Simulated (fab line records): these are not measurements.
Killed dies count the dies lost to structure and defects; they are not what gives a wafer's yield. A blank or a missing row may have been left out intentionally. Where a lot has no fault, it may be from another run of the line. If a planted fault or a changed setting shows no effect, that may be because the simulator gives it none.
Matching of chambers | flow nand harc | rie diel-02 running NHARC_A_STAIRCASE_ETCH_444: 4 sister chambers
The step etches the open film in C4F8/O2, target depth 10200 nm, time 3400 s. 4 wafers are shown with their chamber, then 11 later ones without.

## WAFERS, EACH WITH ITS CHAMBER
wafer  | chamber | rf vpp V (V)
L087.1 | 1       | 800
L087.3 | 2       | 798
L087.6 | 0       | 804
L090.1 | 3       | 801

## WAFERS MISSING THEIR CHAMBER
wafer  | rf vpp V (V)
L090.3 | 799
L090.5 | 799
L092.2 | 799
L092.3 | 801
L092.6 | 799
L094.2 | 803
L094.3 | 800
L094.4 | 802
L093.1 | 804
L093.3 | 799
L093.4 | 799

## CHAMBER TAKEN BY EACH
wafer  | from the rows above          | in truth
L090.3 | can't be placed: 1 or 2 or 3 | 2
L090.5 | can't be placed: 1 or 2 or 3 | 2
L092.2 | can't be placed: 1 or 2 or 3 | 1
L092.3 | can't be placed: 3 or 1      | 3
L092.6 | can't be placed: 1 or 2 or 3 | 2
L094.2 | can't be placed: 0 or 3      | 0
L094.3 | can't be placed: 1 or 3      | 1
L094.4 | can't be placed: 3 or 0 or 1 | 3
L093.1 | 0                            | 0
L093.3 | can't be placed: 1 or 2 or 3 | 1
L093.4 | can't be placed: 1 or 2 or 3 | 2
Correct placement for 1 of the 11. These rows do not allow placing 10 (true chamber among the candidates in 10). Placed wrongly: 0.
How it was worked out, from the rows above alone: a wafer's distance from a chamber is the root of the sum, over the readings, of the square of ((its reading less the chamber's mean) divided by the reading's scatter). The wafer belongs to the nearest chamber; if the next one is less than 2 further off, it can't be placed. The mean given for a chamber averages the wafers shown for that chamber. The scatter: root of mean squared gap, hidden wafer to nearest shown wafer, with one shown wafer a chamber.
